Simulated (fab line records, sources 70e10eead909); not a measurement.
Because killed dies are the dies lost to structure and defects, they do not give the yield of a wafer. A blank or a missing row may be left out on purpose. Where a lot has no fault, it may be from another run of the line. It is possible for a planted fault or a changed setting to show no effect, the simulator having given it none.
The tool behind it: which one? | flow nandHarc | Sampling: 21 lots, 63 wafers, 3 of 1302 route steps

== WHAT THE GAUGES SHOWED, per wafer ==
NHARC_A_SGD_CUT_THK_MEAS_22: measures by ellipsometry. Usual: thkNm 148.3 nm, standard deviation 1.7.
lot  | measured     | on           | thkNm (nm)        | flag
L075 | day 20 05:47 | filmMetro-02 | 148.0 144.5 147.7 | 
L076 | day 20 05:48 | filmMetro-01 | 147.6 148.0 148.4 | 
L078 | day 21 03:29 | filmMetro-01 | 145.8 145.9 149.1 | 
L077 | day 21 03:39 | filmMetro-01 | 148.1 149.9 147.3 | 
L079 | day 21 03:46 | filmMetro-02 | 148.3 147.9 144.8 | 
L080 | day 21 20:20 | filmMetro-02 | 150.5 148.3 147.9 | 
L082 | day 21 20:20 | filmMetro-01 | 149.0 147.9 148.7 | 
L081 | day 21 20:20 | filmMetro-02 | 146.3 146.0 146.4 | 
L083 | day 23 15:58 | filmMetro-02 | 148.7 149.3 150.4 | 
L085 | day 24 10:28 | filmMetro-02 | 150.9 149.5 148.0 | 
L086 | day 24 10:29 | filmMetro-01 | 151.7 151.2 146.0 | 
L087 | day 25 10:44 | filmMetro-02 | 148.2 148.8 151.1 | 
L089 | day 25 20:11 | filmMetro-02 | 147.5 149.6 148.1 | 
L088 | day 25 20:11 | filmMetro-01 | 145.2 146.3 149.9 | 
L090 | day 27 05:05 | filmMetro-01 | 149.4 149.5 148.7 | 
L091 | day 27 13:46 | filmMetro-01 | 144.7 147.2 143.5 | 
L094 | day 27 19:52 | filmMetro-01 | 148.5 147.8 150.6 | 
L093 | day 27 19:52 | filmMetro-02 | 148.7 148.3 146.6 | 
L096 | day 28 10:16 | filmMetro-02 | 144.0 145.9 147.0 | 
L095 | day 28 10:17 | filmMetro-01 | 147.3 146.1 151.2 | 
L097 | day 28 19:46 | filmMetro-01 | 146.1 150.6 147.4 | 

NHARC_A_SLIT_OVL_MEAS_10. Usual: overlayXNm -0.1 nm, standard deviation 0.97; overlayYNm -0.1 nm, standard deviation 0.97.
lot  | measured     | on         | overlayXNm (nm) | overlayYNm (nm) | flag
L075 | day 20 11:32 | overlay-02 | 1.1 0.9 0.8     | 0.5 0.4 0.5     | 
L076 | day 20 11:23 | overlay-01 | 0.1 -0.1 0.8    | -0.9 -1.1 -1.0  | 
L078 | day 21 11:04 | overlay-01 | -1.1 -0.8 -1.2  | -0.6 -0.4 -0.7  | 
L077 | day 21 11:32 | overlay-01 | -0.6 -0.6 -0.3  | 0.1 0.4 0.6     | 
L079 | day 21 14:33 | overlay-02 | -1.2 -2.0 -0.9  | 0.6 0.9 0.7     | 
L080 | day 22 04:55 | overlay-02 | -1.3 -0.7 -0.8  | -0.3 -0.6 -0.5  | 
L082 | day 22 04:02 | overlay-02 | -2.2 -2.2 -2.3  | -0.4 0.0 -1.1   | 
L081 | day 22 05:52 | overlay-02 | 2.1 1.4 1.9     | 0.4 0.4 0.7     | 
L083 | day 23 23:37 | overlay-02 | 0.2 0.3 0.9     | 0.2 -0.3 0.5    | 
L085 | day 24 19:18 | overlay-02 | -0.2 0.1 -0.8   | -0.5 -0.4 -0.1  | 
L086 | day 24 19:09 | overlay-02 | -0.1 -0.3 -1.0  | 0.3 0.1 0.0     | 
L087 | day 25 16:08 | overlay-01 | 0.9 1.2 0.6     | 0.9 -0.2 0.7    | 
L089 | day 26 03:37 | overlay-02 | 0.4 0.5 0.5     | -0.4 -0.2 -0.5  | 
L088 | day 26 04:38 | overlay-02 | 0.9 0.7 1.5     | -0.1 -0.2 -0.3  | 
L090 | day 27 10:59 | overlay-01 | -0.7 -1.1 -0.2  | -1.5 -1.7 -1.6  | 
L091 | day 27 20:01 | overlay-01 | -0.3 -0.1 -0.5  | 0.1 0.2 0.2     | 
L094 | day 28 03:19 | overlay-02 | 1.1 1.7 1.6     | 1.5 1.5 1.3     | 
L093 | day 28 02:24 | overlay-01 | 0.0 0.2 0.0     | -2.0 -1.9 -1.7  | 
L096 | day 28 15:44 | overlay-02 | 0.7 0.0 0.2     | -1.7 -1.1 -2.0  | 
L095 | day 28 15:35 | overlay-01 | 0.0 0.1 0.3     | -1.1 -1.7 -1.3  | 
L097 | day 29 01:02 | overlay-02 | 0.5 0.3 0.8     | 1.0 0.7 0.6     | 

== WHICH TOOL RAN EACH LOT (tool, then ch and the chambers of the sampled wafers, then the start) ==
lot  | NHARC_A_SGD_CUT_STRIP_28
L075 | rieDiel-05 ch 0,1,3, day 20 06:11
L076 | rieDiel-08 ch 1,2, day 20 11:23 or earlier
L078 | rieDiel-08 ch 0,2, day 21 11:04 or earlier
L077 | rieDiel-05 ch 0,3, day 21 04:07
L079 | rieDiel-09 ch 1,2,3, day 21 14:33 or earlier
L080 | rieDiel-08 ch 2,3, day 22 04:55 or earlier
L082 | rieDiel-05 ch 0,1,3, day 21 20:43
L081 | rieDiel-08 ch 0,1, day 22 05:52 or earlier
L083 | rieDiel-09 ch 0,1,3, day 23 23:37 or earlier
L085 | rieDiel-08 ch 0,1,3, day 24 19:18 or earlier
L086 | rieDiel-09 ch 0,3, day 24 10:56
L087 | rieDiel-08 ch 0,3, day 25 16:08 or earlier
L089 | rieDiel-08 ch 0,2, day 26 03:37 or earlier
L088 | rieDiel-05 ch 1,2, day 26 04:38 or earlier
L090 | rieDiel-05 ch 1,2,3, day 27 10:59 or earlier
L091 | rieDiel-08 ch 0,1,2, day 27 20:01 or earlier
L094 | rieDiel-05 ch 0,1,3, day 28 03:19 or earlier
L093 | rieDiel-08 ch 0,3, day 28 02:24 or earlier
L096 | rieDiel-09 ch 0,1,2, day 28 10:40
L095 | rieDiel-08 ch 0,1,2, day 28 15:35 or earlier
L097 | rieDiel-05 ch 0,3, day 29 01:02 or earlier
- NHARC_A_SGD_CUT_STRIP_28: strips in O2, time 20 s.

== AS READ BY THE TOOLS THEMSELVES (means over the sampled wafers that have a number; for cases with no such wafer, the mark the record gives instead) ==
NHARC_A_SGD_CUT_STRIP_28. Usual: value, then standard deviation, for each; chamberPressureMTorr 60.00 mTorr / 0.054; drypumpMotorCurrentA 5.7 A / 0.45; mfcArSccm 0.013 sccm / 0.013; oesProductAu 0.996 a.u. / 0.014; rfVppV 57.7 V / 0.86; showerheadPlenumPTorr 3.52 Torr / 0.13; throttleValvePct 17.036 % / 0.0087.
lot  | tool       | chamberPressureMTorr (mTorr) | drypumpMotorCurrentA (A) | mfcArSccm (sccm) | oesProductAu (a.u.) | rfVppV (V) | showerheadPlenumPTorr (Torr) | throttleValvePct (%) | flag
L075 | rieDiel-05 | 60.05                        | 5.9                      | 0.007            | 0.986               | 57.7       | 3.60                         | 17.036               | 
L076 | rieDiel-08 | 60.04                        | 5.6                      | 0.014            | 0.995               | 57.7       | 3.51                         | 17.036               | 
L078 | rieDiel-08 | 60.06                        | 5.8                      | 0.009            | 0.982               | 58.3       | 3.66                         | 17.036               | 
L077 | rieDiel-05 | 60.04                        | 5.6                      | 0.010            | 0.989               | 57.9       | 3.60                         | 17.048               | 
L079 | rieDiel-09 | 59.98                        | 5.6                      | 0.022            | 0.991               | 57.7       | 3.48                         | 17.023               | 
L080 | rieDiel-08 | 59.99                        | 5.8                      | 0.029            | 1.003               | 57.4       | 3.57                         | 17.031               | 
L082 | rieDiel-05 | 60.01                        | 5.8                      | 0.007            | 1.002               | 58.1       | 3.60                         | 17.035               | 
L081 | rieDiel-08 | 59.99                        | 5.1                      | 0.005            | 0.992               | 57.5       | 3.46                         | 17.036               | 
L083 | rieDiel-09 | 60.00                        | 5.9                      | 0.013            | 1.008               | 57.9       | 3.48                         | 17.040               | 
L085 | rieDiel-08 | 60.00                        | 5.3                      | 0.017            | 0.998               | 57.9       | 3.46                         | 17.041               | 
L086 | rieDiel-09 | 60.00                        | 6.1                      | 0.025            | 1.001               | 57.6       | 3.62                         | 17.038               | 
L087 | rieDiel-08 | 60.00                        | 5.4                      | 0.025            | 0.981               | 57.3       | 3.49                         | 17.033               | 
L089 | rieDiel-08 | 60.00                        | 5.8                      | 0.009            | 1.002               | 58.6       | 3.65                         | 17.032               | 
L088 | rieDiel-05 | 60.01                        | 6.2                      | 0.002            | 0.990               | 58.0       | 3.41                         | 17.034               | 
L090 | rieDiel-05 | 60.03                        | 6.1                      | 0.002            | 0.995               | 58.3       | 3.51                         | 17.036               | 
L091 | rieDiel-08 | 59.94                        | 5.5                      | 0.009            | 0.999               | 57.1       | 3.53                         | 17.029               | 
L094 | rieDiel-05 | 60.02                        | 5.8                      | 0.007            | 0.986               | 58.6       | 3.60                         | 17.035               | 
L093 | rieDiel-08 | 59.99                        | 5.4                      | 0.025            | 0.979               | 58.0       | 3.48                         | 17.033               | 
L096 | rieDiel-09 | 60.04                        | 5.8                      | 0.009            | 1.003               | 57.4       | 3.38                         | 17.042               | 
L095 | rieDiel-08 | 60.00                        | 5.5                      | 0.009            | 0.996               | 57.8       | 3.53                         | 17.042               | 
L097 | rieDiel-05 | 60.00                        | 5.8                      | 0.005            | 1.002               | 58.0       | 3.59                         | 17.040               | 

== THE ANSWER, worked out from the rows above alone ==
Rule: take the mean of a lot's wafers that have a number; if it is more than 3 standard deviations from the usual mean, the lot is off. Also off: a lot with no number at a reading for which 4 or more lots have one. Any other lot the step has rows for is counted as sound. First the gauges in route order, then the tools' own readings, where a lot's mean is used as printed above. The first step at which some lot is off is used, and at that step the reading that is off furthest; a lot without a number counts as furthest.
None of the lots is off at any reading shown; this tells nothing.

== WHAT THE SIMULATOR PUT IN ==
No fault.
